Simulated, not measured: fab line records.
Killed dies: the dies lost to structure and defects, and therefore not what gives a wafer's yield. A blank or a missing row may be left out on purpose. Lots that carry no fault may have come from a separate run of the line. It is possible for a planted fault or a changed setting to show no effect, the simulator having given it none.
2 desks, one fault | flow nand_harc | numbers are kept per desk, each desk with only its own; the story behind them comes last

## THE METROLOGY DESK
What the gauges read for every lot (on any tool): the sampled wafers with a number, averaged. The brackets show how far a lot's mean lies from the usual mean; more than 4 standard deviations puts the lot out of limits, marked OUT.
Columns: A = thk_nm at NHARC_A_ONON_D1_THK_MEAS_11, usual 1001 nm
lot  | first seen here | A
L822 | day 7 23:46     | 1008
L824 | day 8 07:05     | 998
L825 | day 8 18:46     | 1011
L827 | day 9 01:11     | 981
L833 | day 10 22:07    | 999
L832 | day 10 22:15    | 984
L835 | day 10 22:28    | 990
L834 | day 11 14:50    | 1009
L836 | day 11 14:59    | 988
L840 | day 12 00:02    | 1028
L839 | day 12 09:22    | 999
L843 | day 13 04:32    | 1001
L844 | day 13 13:53    | 999
Finding of this desk: none of the 13 lots has anything out of limits.

## THE DEFECT DESK
What the inspections along the route counted, lot by lot: means of the sampled wafers that have a number. The brackets show how far a lot's mean lies from the usual mean; more than 4 standard deviations puts the lot out of limits, marked OUT.
Columns: A = raw_defect_count at NHARC_A_ZERO_WELL_INSPECT_17, usual 11
lot  | first seen here | A
L822 | day 7 02:01     | 7
L824 | day 7 06:10     | 10
L825 | day 7 14:20     | 14
L827 | day 8 01:34     | 10
L835 | day 9 23:12     | 11
L832 | day 9 23:56     | 13
L833 | day 10 00:34    | 14
L834 | day 10 15:53    | 15
L836 | day 10 16:35    | 13
L840 | day 11 01:07    | 9
L839 | day 11 06:56    | 8
L843 | day 12 06:58    | 10
L844 | day 12 14:52    | 14
Finding of this desk: none of the 13 lots has anything out of limits.

## PUT TOGETHER
From the metrology desk's view, nothing was out of limits.
No out-of-limits result turned up at the defect desk.

## WHAT WAS PUT IN BY THE SIMULATOR
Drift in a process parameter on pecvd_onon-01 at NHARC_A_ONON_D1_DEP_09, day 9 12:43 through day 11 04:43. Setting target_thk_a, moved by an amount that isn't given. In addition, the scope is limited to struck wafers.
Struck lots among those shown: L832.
